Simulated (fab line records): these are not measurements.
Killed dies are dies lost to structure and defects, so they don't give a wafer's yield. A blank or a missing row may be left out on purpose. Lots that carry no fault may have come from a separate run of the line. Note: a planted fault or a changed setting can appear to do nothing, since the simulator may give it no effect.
fab line records	flow nand_harc
record: lots: 5	wafers: 15	last_day: 24
route steps=1159 shown THIN_TSV@1126 END@1158
lots that met no fault: from a run of the same line without faults
start_h: start of the lot's first displayed wafer, in hours after the record's first day	wait_h: time in hours since the lot's previous step	" as in the row above	L1.1+2: several wafers, shown together as one row	- either no value or no given start	* or withheld: withheld	< > ~ a bound
route shown NAME@n: NAME is a module with steps in the file, n the number in the route of the first one	usual: the fault-free wafers' mean and standard deviation	same: alike in all rows	chamber/n: place in a boat	sites: the reading at each site	_std_site: their standard deviation	_edge_site: outer sites' mean less inner sites'	radius_mm: for every site, how far away it sits from the centre of the wafer	mask NAME#n: copy n	behind: the most recent tool/chamber to have shaped the wafer	hold: cause of the lot's hold/its duration in hours/its outcome	device: whichever transistor did not switch (one of n, p or np)	end of line: tests run on the same wafers once the route is complete	a step without rows: its recipe alone	killed: at the first sort, the dies lost to defects and structure; wafer yield is something else	map: dies across one wafer; x = killed, . = not, _ = none there
set.NAME: the setting as run; set.NAME@STEP: as run at that earlier step	model.NAME: the simulator's own value behind a step, which no gauge read
a table for each step, a row for each wafer; lots at some steps of the route
services: a tool's chamber out of use, with start hour (start_h, from the record's first day; less than 0 if before it), hours out, and reason
== steps ==
step: NHARC_THIN_TSV_STRIP_62
recipe: power_w: 1500	temp_c: 250	time_s: 20	chemistry: N2/H2
usual: drypump_motor_current_A: 5.86/0.25	heater_power_w: 298/9.6	temp_c: 249.95/0.19
lot.wafer	tool	chamber	start_h	wait_h	drypump_motor_current_A	heater_power_w	rf_hours_counter_h	temp_c
L076.1	plasma_asher-01	1	451.16	-	5.54	304	56	249.69
L076.2	"	0	"	"	5.95	309	56	249.52
L076.6	"	1	"	"	5.54	305	-	249.73
L080.3	plasma_asher-02	1	483.40	-	6.23	297	-	250.27
L080.4	"	0	"	"	5.84	308	-	249.59
L080.5	"	1	"	"	6.23	294	-	250.00
L084.3	plasma_asher-02	0	490.49	-	5.89	314	-	250.12
L084.5	"	1	"	"	6.24	289	-	249.91
L084.6	"	0	"	"	5.86	313	-	249.97
L089.2	plasma_asher-02	0	525.03	-	5.88	312	54	250.12
L089.4	"	1	"	"	6.24	288	-	250.03
L089.3	"	0	"	"	5.86	314	-	250.23
L095.1	plasma_asher-02	0	552.53	-	5.86	313	3	249.66
L095.3	"	1	"	"	6.25	283	-	249.87
L095.5	"	1	"	"	6.24	287	-	249.83
step: NHARC_THIN_TSV_DEGAS_49
recipe: temp_c: 300	time_s: 120
usual: heater_power_w: 491/71
lot.wafer	tool	chamber	start_h	wait_h	heater_power_w
L076.1	pvd_sputter-01	-	451.33	0.1	570
L076.2	"	-	"	"	476
L076.6	"	-	"	"	469
L080.4	pvd_sputter-03	-	483.55	0.1	560
L080.3	"	-	"	"	496
L080.5	"	-	"	"	467
L084.3	pvd_sputter-02	-	490.63	0.1	413
L084.6	"	-	"	"	632
L084.5	"	-	"	"	489
L089.3	pvd_sputter-03	-	525.18	0.1	433
L089.2	"	-	"	"	474
L089.4	"	-	"	"	568
L095.3	pvd_sputter-01	-	552.67	0.1	454
L095.1	"	-	"	"	434
L095.5	"	-	"	"	458
step: NHARC_THIN_TSV_PRE_CLEAN_50
recipe: time_s: 30	temp_c: 280	gas: H2/He
usual: heater_power_w: 432/62
lot.wafer	tool	chamber	start_h	wait_h	heater_power_w
L076.2	pvd_sputter-01	-	-	-	437
L076.1	"	-	"	"	398
L076.6	"	-	"	"	494
L080.3	pvd_sputter-03	-	-	-	415
L080.4	"	-	"	"	504
L080.5	"	-	"	"	407
L084.3	pvd_sputter-02	-	-	-	430
L084.6	"	-	"	"	446
L084.5	"	-	"	"	379
L089.4	pvd_sputter-03	-	-	-	366
L089.3	"	-	"	"	516
L089.2	"	-	"	"	466
L095.1	pvd_sputter-01	-	-	-	407
L095.3	"	-	"	"	377
L095.5	"	-	"	"	399
step: NHARC_THIN_TSV_PVD_19
recipe: target_thk_a: 200	chamber_pressure_pa: 5	material: TaN
usual: throttle_valve_pct: 29.8/0.98
lot.wafer	tool	chamber	start_h	wait_h	throttle_valve_pct
L076.1	pvd_sputter-01	-	-	-	30.9
L076.2	"	-	"	"	30.6
L076.6	"	-	"	"	28.4
L080.3	pvd_sputter-03	-	-	-	31.0
L080.4	"	-	"	"	28.9
L080.5	"	-	"	"	28.8
L084.3	pvd_sputter-02	-	-	-	29.6
L084.5	"	-	"	"	29.3
L084.6	"	-	"	"	29.1
L089.2	pvd_sputter-03	-	-	-	29.0
L089.4	"	-	"	"	31.0
L089.3	"	-	"	"	29.2
L095.1	pvd_sputter-01	-	-	-	28.8
L095.3	"	-	"	"	30.6
L095.5	"	-	"	"	28.6
step: NHARC_THIN_TSV_PVD_51
recipe: target_thk_a: 1000	chamber_pressure_pa: 5	material: Cu
usual: throttle_valve_pct: 30.0/0.96
lot.wafer	tool	chamber	start_h	wait_h	throttle_valve_pct
L076.2	pvd_sputter-01	-	-	-	31.2
L076.1	"	-	"	"	30.5
L076.6	"	-	"	"	28.4
L080.4	pvd_sputter-03	-	-	-	31.4
L080.3	"	-	"	"	29.0
L080.5	"	-	"	"	28.8
L084.3	pvd_sputter-02	-	-	-	30.1
L084.5	"	-	"	"	30.9
L084.6	"	-	"	"	30.6
L089.3	pvd_sputter-03	-	-	-	31.5
L089.4	"	-	"	"	28.9
L089.2	"	-	"	"	31.0
L095.3	pvd_sputter-01	-	-	-	28.9
L095.1	"	-	"	"	28.2
L095.5	"	-	"	"	30.5
step: NHARC_THIN_TSV_ECD_20
recipe: target_thk_a: 20000	material: Cu
lot.wafer	tool	chamber	start_h	wait_h
L076.2+1+6	ecd_cu-02	0,1,1	451.79	-
L080.3+4+5	ecd_cu-02	0,1,1	484.18	-
L084.3+6+5	ecd_cu-01	1,0,1	491.35	-
L089.2+3+4	ecd_cu-01	0,0,1	525.64	-
L095.1+3+5	ecd_cu-01	1,0,0	553.13	-
step: NHARC_THIN_TSV_ANNEAL_52
recipe: temp_c: 225	time_s: 90
usual: wafer_temp_C_max: 225.74/0.28
lot.wafer	tool	chamber	start_h	wait_h	wafer_temp_C_max
L076.1	rtp_anneal-02	0	452.54	0.6	225.56
L076.2	"	0	"	"	225.78
L076.6	"	0	"	"	225.45
L080.3	rtp_anneal-01	0	484.80	0.5	225.92
L080.4	"	0	"	"	226.08
L080.5	"	0	"	"	225.69
L084.3	rtp_anneal-01	0	491.88	0.4	226.12
L084.5	"	0	"	"	225.60
L084.6	"	0	"	"	225.92
L089.2	rtp_anneal-01	0	526.57	0.8	225.67
L089.3	"	0	"	"	225.59
L089.4	"	0	"	"	225.91
L095.1	rtp_anneal-01	0	553.86	0.6	225.41
L095.3	"	0	"	"	225.42
L095.5	"	0	"	"	225.60
step: NHARC_THIN_TSV_CMP_21
recipe: t_overpolish_s: 30	target_thk_nm: 2000
usual: motor_current_A: 12.3/0.91	overpolish_run_s: 30.000/0.0089
lot.wafer	tool	chamber	start_h	wait_h	motor_current_A	overpolish_run_s
L076.1	cmp-01	0	452.91	-	12.1	30.003
L076.2	"	1	"	"	14.0	30.013
L076.6	"	3	"	"	12.1	30.005
L080.3	cmp-04	1	485.04	-	11.3	30.002
L080.4	"	0	"	"	12.2	29.993
L080.5	"	1	"	"	11.5	29.985
L084.3	cmp-01	2	492.12	-	12.4	30.011
L084.6	"	2	"	"	12.7	29.997
L084.5	"	3	"	"	11.4	29.973
L089.3	cmp-02	1	526.89	-	12.2	29.999
L089.2	"	2	"	"	11.3	29.990
L089.4	"	3	"	"	11.3	30.000
L095.3	cmp-01	0	554.24	-	11.9	30.007
L095.1	"	2	"	"	12.8	30.002
L095.5	"	0	"	"	11.6	29.997
step: NHARC_THIN_TSV_SRD_23
lot.wafer	tool	chamber	start_h	wait_h
L076.1+2+6	wet_bench-08	5,6,7	453.24	0.0
L080.3+5+4	wet_bench-10	6,0,1	485.40	0.0
L084.6+5+3	wet_bench-10	1,2,5	492.48	0.0
L089.3+4+2	wet_bench-08	5,6,1	527.23	0.0
L095.5+3+1	wet_bench-08	0,1,3	554.57	0.0
step: NHARC_THIN_TSV_DEGAS_53
recipe: temp_c: 300	time_s: 60
usual: heater_power_w: 493/76
lot.wafer	tool	chamber	start_h	wait_h	heater_power_w
L076.1	pvd_sputter-03	-	453.36	0.1	506
L076.2	"	-	"	"	438
L076.6	"	-	"	"	577
L080.4	pvd_sputter-03	-	485.50	0.1	417
L080.3	"	-	"	"	484
L080.5	"	-	"	"	414
L084.3	pvd_sputter-03	-	492.58	0.1	483
L084.6	"	-	"	"	473
L084.5	"	-	"	"	568
L089.3	pvd_sputter-02	-	527.32	0.1	442
L089.2	"	-	"	"	638
L089.4	"	-	"	"	490
L095.1	pvd_sputter-02	-	554.68	0.1	638
L095.3	"	-	"	"	500
L095.5	"	-	"	"	635
step: NHARC_THIN_TSV_PRE_CLEAN_54
recipe: time_s: 30	temp_c: 280	gas: H2/He
usual: heater_power_w: 432/66
lot.wafer	tool	chamber	start_h	wait_h	heater_power_w
L076.1	pvd_sputter-03	-	453.41	0.0	387
L076.2	"	-	"	"	442
L076.6	"	-	"	"	392
L080.3	pvd_sputter-03	-	485.60	0.1	447
L080.4	"	-	"	"	370
L080.5	"	-	"	"	424
L084.3	pvd_sputter-03	-	492.69	0.1	378
L084.5	"	-	"	"	413
L084.6	"	-	"	"	509
L089.2	pvd_sputter-02	-	527.40	0.0	416
L089.4	"	-	"	"	376
L089.3	"	-	"	"	573
L095.3	pvd_sputter-02	-	554.75	0.1	566
L095.1	"	-	"	"	438
L095.5	"	-	"	"	571
step: NHARC_THIN_TSV_PVD_55
recipe: target_thk_a: 500	material: TiN
lot.wafer	tool	chamber	start_h	wait_h
L076.1+2+6	pvd_sputter-03	-	453.51	0.1
L080.3+4+5	pvd_sputter-03	-	485.67	0.1
L084.3+6+5	pvd_sputter-03	-	492.79	0.1
L089.3+4+2	pvd_sputter-02	-	527.47	0.0
L095.1+3+5	pvd_sputter-02	-	554.84	0.1
step: NHARC_THIN_TSV_PVD_24
recipe: target_thk_a: 8000	power_w: withheld	chamber_pressure_pa: withheld	substrate_temp_c: withheld	time_s: withheld	gas: Ar	material: Al
lot.wafer	tool	chamber	start_h	wait_h
L076.2+1+6	pvd_sputter-03	-	453.75	0.2
L080.3+4+5	pvd_sputter-03	-	485.80	0.1
L084.3+5+6	pvd_sputter-03	-	493.05	0.2
L089.4+2+3	pvd_sputter-02	-	527.62	0.1
L095.3+1+5	pvd_sputter-02	-	554.97	0.1
step: NHARC_THIN_TSV_DEHYDRATE_25
recipe: temp_c: 150	time_s: 120
usual: resist_line_temp_C: 22.99/0.11
lot.wafer	tool	chamber	start_h	wait_h	resist_line_temp_C
L076.1	litho_track-05	0	454.05	-	22.79
L076.2	"	0	"	"	22.88
L076.6	"	0	"	"	22.89
L080.3	litho_track-07	0	486.22	-	23.03
L080.4	"	0	"	"	23.02
L080.5	"	0	"	"	22.81
L084.3	litho_track-07	0	493.30	-	23.13
L084.5	"	0	"	"	23.10
L084.6	"	0	"	"	22.97
L089.2	litho_track-03	0	528.06	-	22.94
L089.3	"	0	"	"	23.08
L089.4	"	0	"	"	22.88
L095.1	litho_track-03	0	555.38	-	22.94
L095.3	"	0	"	"	23.00
L095.5	"	0	"	"	23.14
step: NHARC_THIN_TSV_HMDS_26
recipe: time_s: 30
usual: resist_line_temp_C: 23.00/0.12
lot.wafer	tool	chamber	start_h	wait_h	resist_line_temp_C
L076.1	litho_track-05	0	-	-	22.96
L076.2	"	0	"	"	22.96
L076.6	"	0	"	"	22.87
L080.3	litho_track-07	0	-	-	23.05
L080.4	"	0	"	"	23.04
L080.5	"	0	"	"	23.11
L084.3	litho_track-07	0	-	-	22.75
L084.5	"	0	"	"	22.99
L084.6	"	0	"	"	22.81
L089.2	litho_track-03	0	-	-	22.82
L089.3	"	0	"	"	23.05
L089.4	"	0	"	"	23.02
L095.1	litho_track-03	0	-	-	23.15
L095.3	"	0	"	"	22.95
L095.5	"	0	"	"	23.13
step: NHARC_THIN_TSV_COAT_27
recipe: spin_rpm: *
usual: resist_line_temp_C: 23.01/0.11
lot.wafer	tool	chamber	start_h	wait_h	resist_line_temp_C
L076.1	litho_track-05	0	-	-	23.11
L076.2	"	0	"	"	22.97
L076.6	"	0	"	"	22.98
L080.3	litho_track-07	0	-	-	23.17
L080.4	"	0	"	"	23.05
L080.5	"	0	"	"	23.13
L084.3	litho_track-07	0	-	-	23.10
L084.5	"	0	"	"	23.07
L084.6	"	0	"	"	23.08
L089.2	litho_track-03	0	-	-	22.96
L089.3	"	0	"	"	23.01
L089.4	"	0	"	"	22.94
L095.1	litho_track-03	0	-	-	23.02
L095.3	"	0	"	"	22.97
L095.5	"	0	"	"	23.20
step: NHARC_THIN_TSV_SOFTBAKE_28
recipe: temp_c: 122	time_s: 95
usual: resist_line_temp_C: 23.01/0.097
lot.wafer	tool	chamber	start_h	wait_h	resist_line_temp_C
L076.1	litho_track-05	0	-	-	23.08
L076.2	"	0	"	"	22.83
L076.6	"	0	"	"	22.79
L080.3	litho_track-07	0	-	-	23.00
L080.4	"	0	"	"	22.98
L080.5	"	0	"	"	22.93
L084.3	litho_track-07	0	-	-	22.92
L084.5	"	0	"	"	23.01
L084.6	"	0	"	"	23.05
L089.2	litho_track-03	0	-	-	23.01
L089.3	"	0	"	"	22.96
L089.4	"	0	"	"	23.05
L095.1	litho_track-03	0	-	-	22.97
L095.3	"	0	"	"	23.05
L095.5	"	0	"	"	23.21
step: NHARC_THIN_TSV_EBR_29
usual: resist_line_temp_C: 23.00/0.1
lot.wafer	tool	chamber	start_h	wait_h	resist_line_temp_C
L076.1	litho_track-05	0	-	-	23.00
L076.2	"	0	"	"	23.05
L076.6	"	0	"	"	23.06
L080.3	litho_track-07	0	-	-	23.08
L080.4	"	0	"	"	23.02
L080.5	"	0	"	"	23.19
L084.3	litho_track-07	0	-	-	22.98
L084.5	"	0	"	"	22.95
L084.6	"	0	"	"	22.98
L089.2	litho_track-03	0	-	-	22.98
L089.3	"	0	"	"	22.99
L089.4	"	0	"	"	23.00
L095.1	litho_track-03	0	-	-	22.98
L095.3	"	0	"	"	22.82
L095.5	"	0	"	"	22.85
step: NHARC_THIN_TSV_EXPOSE_30
recipe: na: 0.55	dose_mj: 11.47	mask_id: PAD
lot.wafer	tool	chamber	start_h	wait_h	mask
L076.1+2+6	krf_scanner-02	0	454.19	-	PAD#0
L080.3+4+5	krf_scanner-03	0	486.38	-	PAD#0
L084.3+5+6	krf_scanner-01	0	493.58	-	PAD#0
L089.2+3+4	krf_scanner-02	0	528.33	-	PAD#0
L095.1+3+5	krf_scanner-01	0	555.65	-	PAD#0
step: NHARC_THIN_TSV_PEB_31
recipe: peb_temp_c: 118	peb_time_s: 85
usual: resist_line_temp_C: 22.99/0.11
lot.wafer	tool	chamber	start_h	wait_h	resist_line_temp_C
L076.1	litho_track-03	0	454.26	0.1	22.99
L076.2	"	0	"	"	23.01
L076.6	"	0	"	"	22.84
L080.3	litho_track-03	0	486.43	0.1	23.09
L080.4	"	0	"	"	23.10
L080.5	"	0	"	"	23.03
L084.3	litho_track-05	0	493.63	0.1	23.08
L084.5	"	0	"	"	23.02
L084.6	"	0	"	"	23.12
L089.2	litho_track-07	0	528.40	0.1	22.78
L089.3	"	0	"	"	22.88
L089.4	"	0	"	"	22.80
L095.1	litho_track-03	0	555.71	0.1	22.91
L095.3	"	0	"	"	22.86
L095.5	"	0	"	"	23.05
step: NHARC_THIN_TSV_DEVELOP_32
recipe: time_s: 70
usual: resist_line_temp_C: 22.99/0.11
lot.wafer	tool	chamber	start_h	wait_h	resist_line_temp_C
L076.1	litho_track-03	0	-	-	22.93
L076.2	"	0	"	"	22.73
L076.6	"	0	"	"	22.89
L080.3	litho_track-03	0	-	-	22.89
L080.4	"	0	"	"	22.89
L080.5	"	0	"	"	23.01
L084.3	litho_track-05	0	-	-	22.87
L084.5	"	0	"	"	23.02
L084.6	"	0	"	"	22.77
L089.2	litho_track-07	0	-	-	22.93
L089.3	"	0	"	"	22.92
L089.4	"	0	"	"	22.90
L095.1	litho_track-03	0	-	-	23.02
L095.3	"	0	"	"	23.02
L095.5	"	0	"	"	23.05
step: NHARC_THIN_TSV_CD_MEAS_33
recipe: target_cd_nm: 5000	landing_energy_ev: 500
usual: cd_nm: 4999.6/1.7
lot.wafer	tool	chamber	start_h	wait_h	cd_nm
L076.1	cd_sem-01	0	454.35	-	5001.5
L076.2	"	0	"	"	4999.2
L076.6	"	0	"	"	5000.6
L080.3	cd_sem-03	0	486.53	-	5000.7
L080.4	"	0	"	"	4998.0
L080.5	"	0	"	"	4999.4
L084.3	cd_sem-02	0	493.72	-	5000.5
L084.5	"	0	"	"	4999.0
L084.6	"	0	"	"	4999.3
L089.2	cd_sem-01	0	528.49	-	4998.1
L089.3	"	0	"	"	4999.3
L089.4	"	0	"	"	4999.0
L095.1	cd_sem-02	0	555.80	-	4997.2
L095.3	"	0	"	"	4999.2
L095.5	"	0	"	"	4998.5
step: NHARC_THIN_TSV_HARDBAKE_34
recipe: temp_c: 125	time_s: 80
usual: resist_line_temp_C: 23.01/0.11
lot.wafer	tool	chamber	start_h	wait_h	resist_line_temp_C
L076.1	litho_track-03	0	454.43	-	23.03
L076.2	"	0	"	"	23.05
L076.6	"	0	"	"	22.99
L080.3	litho_track-07	0	486.61	-	23.03
L080.4	"	0	"	"	23.03
L080.5	"	0	"	"	23.09
L084.3	litho_track-03	0	493.80	-	23.05
L084.5	"	0	"	"	23.04
L084.6	"	0	"	"	23.00
L089.2	litho_track-05	0	528.57	-	22.87
L089.3	"	0	"	"	22.97
L089.4	"	0	"	"	22.99
L095.1	litho_track-07	0	555.88	-	22.97
L095.3	"	0	"	"	23.03
L095.5	"	0	"	"	22.94
step: NHARC_THIN_TSV_DESCUM_35
recipe: time_s: 3	o2_flow_sccm: 200	ar_flow_sccm: 0	bias_power_w: 0	chemistry: O2
usual: drypump_motor_current_A: 5.7/0.39	oes_product_au: 1.000/0.01	rf_vpp_V: 57.8/0.78	showerhead_plenum_p_Torr: 1.92/0.073	throttle_valve_pct: 11.311/0.0085
lot.wafer	tool	chamber	start_h	wait_h	drypump_motor_current_A	oes_product_au	rf_hours_counter_h	rf_vpp_V	showerhead_plenum_p_Torr	throttle_valve_pct
L076.1	rie_diel-07	2	454.54	-	5.8	0.987	2	58.2	1.98	11.297
L076.2	"	3	"	"	5.4	0.994	2	57.9	1.96	11.314
L076.6	"	0	"	"	6.4	1.001	-	58.0	1.91	11.317
L080.3	rie_diel-05	1	486.72	-	5.2	0.996	9	57.2	1.96	11.305
L080.4	"	3	"	"	5.9	0.993	-	57.9	1.99	11.302
L080.5	"	1	"	"	5.1	0.998	-	57.5	1.96	11.299
L084.3	rie_diel-07	1	493.92	-	5.4	0.999	6	58.3	2.02	11.330
L084.6	"	2	"	"	5.8	0.997	-	58.5	1.98	11.305
L084.5	"	3	"	"	5.4	1.002	-	57.3	1.96	11.322
L089.3	rie_diel-05	3	528.65	-	5.9	1.020	0	57.6	1.99	11.306
L089.2	"	1	"	"	5.2	0.988	0	57.9	1.96	11.301
L089.4	"	3	"	"	5.9	1.010	-	58.2	1.99	11.314
L095.3	rie_diel-07	1	555.96	-	5.4	1.013	10	58.3	2.01	11.311
L095.1	"	0	"	"	6.4	0.989	9	57.5	1.91	11.318
L095.5	"	1	"	"	5.4	1.009	-	59.2	2.01	11.306
step: NHARC_THIN_TSV_ETCH_59
recipe: target_depth_a: 8800	icp_w: 900	bias_w: 100	Cl2_flow_sccm: 60	bcl3_flow_sccm: 30	time_s: 138.1	chemistry: Cl2/BCl3
usual: drypump_motor_current_A: 5.7/0.55	mfc_cl2_sccm: 60.02/0.17	oes_product_au: 1.009/0.01	throttle_valve_pct: 22.265/0.01
lot.wafer	tool	chamber	start_h	wait_h	drypump_motor_current_A	mfc_cl2_sccm	oes_product_au	rf_hours_counter_h	throttle_valve_pct
L076.2	rie_metal-01	0	454.65	0.1	6.0	60.13	1.018	3.3	22.275
L076.1	"	1	"	"	6.5	59.90	1.002	2.7	22.270
L076.6	"	0	"	"	6.0	60.07	1.025	-	22.267
L080.3	rie_metal-03	0	486.92	0.2	5.3	60.08	1.021	-	22.266
L080.4	"	1	"	"	5.6	60.33	1.022	-	22.287
L080.5	"	0	"	"	5.4	59.93	1.006	-	22.276
L084.3	rie_metal-03	0	494.12	0.2	5.3	60.13	1.009	-	22.268
L084.5	"	1	"	"	5.6	60.00	1.020	-	22.266
L084.6	"	0	"	"	5.3	59.76	1.019	-	22.263
L089.2	rie_metal-01	0	528.80	0.1	6.0	60.10	1.013	0.1	22.256
L089.4	"	0	"	"	6.0	60.26	1.015	-	22.260
L089.3	"	1	"	"	6.5	60.44	1.010	-	22.256
L095.1	rie_metal-02	1	556.09	0.1	4.7	59.84	0.991	4.5	22.270
L095.3	"	1	"	"	4.7	59.98	0.981	-	22.254
L095.5	"	1	"	"	4.7	60.12	0.989	-	22.263
step: NHARC_THIN_TSV_ETCH_36
recipe: target_depth_a: 650	over_etch_frac: 0.3	time_s: 18.571	ion_energy_ev: 150	chemistry: Cl2/BCl3
usual: drypump_motor_current_A: 5.7/0.55	oes_product_au: 1.008/0.01
lot.wafer	tool	chamber	start_h	wait_h	drypump_motor_current_A	oes_product_au	rf_hours_counter_h
L076.2	rie_metal-01	0	454.91	0.2	6.0	1.023	3.5
L076.1	"	1	"	"	6.5	1.001	2.8
L076.6	"	1	"	"	6.5	0.999	-
L080.4	rie_metal-03	1	487.11	0.1	5.6	1.018	-
L080.3	"	0	"	"	5.3	0.994	-
L080.5	"	1	"	"	5.6	1.011	-
L084.3	rie_metal-03	0	494.29	0.1	5.3	1.015	-
L084.5	"	1	"	"	5.6	1.027	-
L084.6	"	0	"	"	5.3	1.021	-
L089.2	rie_metal-01	0	529.06	0.2	6.0	1.001	0.2
L089.4	"	0	"	"	6.0	1.014	-
L089.3	"	1	"	"	6.5	1.007	-
L095.1	rie_metal-02	1	556.35	0.2	4.8	0.998	4.6
L095.3	"	1	"	"	4.7	0.989	-
L095.5	"	0	"	"	5.5	1.012	-
step: NHARC_THIN_TSV_STRIP_56
recipe: power_w: 1500	temp_c: 250	chemistry: O2
usual: drypump_motor_current_A: 5.85/0.25	heater_power_w: 296/8.6	temp_c: 249.96/0.19
lot.wafer	tool	chamber	start_h	wait_h	drypump_motor_current_A	heater_power_w	rf_hours_counter_h	temp_c
L076.2	plasma_asher-02	1	455.01	0.1	6.24	290	28	249.72
L076.1	"	0	"	"	5.87	311	28	250.11
L076.6	"	0	"	"	5.87	312	-	250.15
L080.3	plasma_asher-01	1	487.30	0.2	5.53	298	-	249.96
L080.4	"	0	"	"	5.96	292	-	250.01
L080.5	"	1	"	"	5.55	294	-	250.00
L084.3	plasma_asher-01	0	494.46	0.2	5.96	293	-	249.66
L084.6	"	0	"	"	5.97	290	-	249.86
L084.5	"	1	"	"	5.54	296	-	249.87
L089.2	plasma_asher-01	0	529.16	0.1	5.96	288	20	250.05
L089.3	"	0	"	"	5.98	288	-	249.97
L089.4	"	1	"	"	5.54	297	-	250.16
L095.1	plasma_asher-01	0	556.45	0.1	5.91	296	35	249.80
L095.3	"	0	"	"	5.94	285	-	250.00
L095.5	"	0	"	"	5.94	289	-	250.11
step: NHARC_THIN_TSV_STRIP_57
recipe: time_s: 1200	temp_c: 72.5	chemistry: post_etch_residue_remover
usual: temp_c: 72.52/0.11
lot.wafer	tool	chamber	start_h	wait_h	temp_c
L076.6	wet_bench-10	4	455.36	0.1	72.48
L076.1	"	6	"	"	72.56
L076.2	"	1	"	"	72.56
L080.5	wet_bench-10	4	487.55	0.1	72.55
L080.3	"	5	"	"	72.59
L080.4	"	6	"	"	72.62
L084.3	wet_bench-08	5	494.73	0.2	72.72
L084.6	"	0	"	"	72.72
L084.5	"	1	"	"	72.48
L089.3	wet_bench-08	2	529.54	0.2	72.47
L089.2	"	4	"	"	72.46
L089.4	"	5	"	"	72.51
L095.5	wet_bench-08	7	556.81	0.1	72.55
L095.1	"	1	"	"	72.72
L095.3	"	2	"	"	72.46
step: NHARC_THIN_TSV_CD_MEAS_37
usual: cd_nm: 5001/3
lot.wafer	tool	chamber	start_h	wait_h	cd_nm
L076.1	cd_sem-03	-	455.82	-	4998
L076.2	"	-	"	"	4998
L076.6	"	-	"	"	4999
L080.3	cd_sem-02	-	488.02	-	5002
L080.4	"	-	"	"	4999
L080.5	"	-	"	"	5000
L084.3	cd_sem-02	-	495.18	-	5002
L084.5	"	-	"	"	5005
L084.6	"	-	"	"	5004
L089.2	cd_sem-02	-	529.96	-	5001
L089.3	"	-	"	"	4999
L089.4	"	-	"	"	5002
L095.1	cd_sem-01	-	557.24	-	4999
L095.3	"	-	"	"	5003
L095.5	"	-	"	"	4999
step: NHARC_THIN_TSV_ANNEAL_58
recipe: temp_c: 400	time_s: 1800
usual: zone_power_upper_pct: 4.88/0.24
lot.wafer	tool	chamber	start_h	wait_h	zone_power_upper_pct
L076.1	furnace-07	0	457.01	1.2	5.09
L076.2	"	0	"	"	5.00
L076.6	"	0	"	"	5.04
L080.3	furnace-07	0	491.01	3.0	4.98
L080.4	"	0	"	"	5.00
L080.5	"	0	"	"	5.00
L084.3	furnace-06	0	498.17	3.0	4.46
L084.5	"	0	"	"	4.44
L084.6	"	0	"	"	4.53
L089.2	furnace-08	0	532.73	2.8	4.37
L089.3	"	0	"	"	4.43
L089.4	"	0	"	"	4.33
L095.1	furnace-06	0	560.24	3.0	4.58
L095.3	"	0	"	"	4.54
L095.5	"	0	"	"	4.56
step: NHARC_THIN_TSV_INSPECT_40
usual: raw_defect_count: 482/82
lot.wafer	tool	chamber	start_h	wait_h	raw_defect_count
L076.1	defect_inspect-01	-	458.45	0.4	533
L076.2	"	-	"	"	412
L076.6	"	-	"	"	422
L080.3	defect_inspect-02	-	492.45	0.4	559
L080.4	"	-	"	"	589
L080.5	"	-	"	"	463
L084.3	defect_inspect-01	-	499.62	0.4	495
L084.5	"	-	"	"	474
L084.6	"	-	"	"	491
L089.2	defect_inspect-02	-	534.19	0.4	472
L089.3	"	-	"	"	447
L089.4	"	-	"	"	385
L095.1	defect_inspect-01	-	561.67	0.4	480
L095.3	"	-	"	"	454
L095.5	"	-	"	"	675
step: NHARC_END_WLT_00
usual: VT_DECK1_BOTTOM: 0.871/0.0092	VT_DECK1_BOTTOM_INNER: 0.871/0.0092	VT_DECK1_MEDIAN_NEAR_BOTTOM: 0.872/0.0092	VT_DECK1_MEDIAN_NEAR_BOTTOM_INNER: 0.872/0.0092	VT_DECK1_MIDDLE: 0.884/0.009	VT_DECK1_MIDDLE_INNER: 0.884/0.0095	VT_DECK1_TOP: 0.895/0.0089	VT_DECK1_TOP_INNER: 0.896/0.009
lot.wafer	tool	chamber	start_h	wait_h	VT_DECK1_BOTTOM	VT_DECK1_BOTTOM_INNER	VT_DECK1_MEDIAN_NEAR_BOTTOM	VT_DECK1_MEDIAN_NEAR_BOTTOM_INNER	VT_DECK1_MIDDLE	VT_DECK1_MIDDLE_INNER	VT_DECK1_TOP	VT_DECK1_TOP_INNER
L076.1	prober-01	-	460.68	2.2	0.865	0.866	0.866	0.868	0.882	0.879	0.892	0.895
L076.2	"	-	"	"	0.869	0.869	0.873	0.872	0.884	0.885	0.885	0.894
L076.6	"	-	463.18	4.7	0.876	0.871	0.872	0.865	0.887	0.882	0.879	0.895
L080.3	prober-02	-	501.22	8.8	0.879	0.882	0.875	0.884	0.885	0.905	0.908	0.907
L080.4	"	-	"	"	0.891	0.886	0.890	0.886	0.897	0.896	0.904	0.902
L080.5	"	-	"	"	0.881	0.876	0.875	0.871	0.895	0.892	0.899	0.908
L084.3	prober-01	-	501.28	1.7	0.864	0.867	0.867	0.874	0.872	0.883	0.897	0.899
L084.5	"	-	"	"	0.867	0.867	0.872	0.869	0.876	0.878	0.896	0.889
L084.6	"	-	"	"	0.863	0.858	0.864	0.855	0.872	0.871	0.892	0.889
L089.2	prober-01	-	534.73	0.5	0.878	0.885	0.880	0.882	0.889	0.895	0.915	0.899
L089.3	"	-	"	"	0.887	0.881	0.885	0.886	0.892	0.898	0.902	0.909
L089.4	"	-	"	"	0.874	0.882	0.875	0.877	0.888	0.890	0.901	0.902
L095.1	prober-01	-	568.42	6.7	0.865	0.872	0.864	0.867	0.885	0.874	0.887	0.891
L095.3	"	-	569.43	7.8	0.867	0.868	0.874	0.869	0.883	0.879	0.898	0.895
L095.5	"	-	570.43	8.8	0.869	0.869	0.874	0.867	0.887	0.884	0.894	0.895
== services ==
tool	chamber	start_h	hours	kind
krf_scanner-01	-	428.00	4.0	pm
furnace-07	-	432.84	3.3	repair
cmp-02	-	438.51	0.9	repair
rie_diel-05	1	441.04	6.7	repair
rie_metal-03	1	444.02	4.8	repair
ecd_cu-01	-	448.79	8.0	pm
cmp-01	-	449.54	2.0	repair
plasma_asher-01	-	453.00	9.0	pm
rie_metal-03	-	453.15	9.0	pm
pvd_sputter-03	-	458.02	10.0	pm
rie_diel-05	2	461.19	116.2	repair
cmp-01	-	478.34	4.0	pm
krf_scanner-02	-	484.64	0.2	repair
rie_diel-07	-	508.52	1.0	repair
rie_metal-01	-	509.00	9.0	pm
pvd_sputter-01	-	514.06	10.0	pm
rie_diel-05	-	517.73	9.0	pm
plasma_asher-02	-	537.42	9.0	pm
litho_track-07	-	539.00	7.0	pm
pvd_sputter-03	-	540.36	1.3	repair
pvd_sputter-01	-	549.79	1.8	repair
krf_scanner-02	-	554.00	4.0	pm
ecd_cu-02	-	554.77	8.0	pm
pvd_sputter-03	-	556.79	5.0	repair
== key ==
fault none
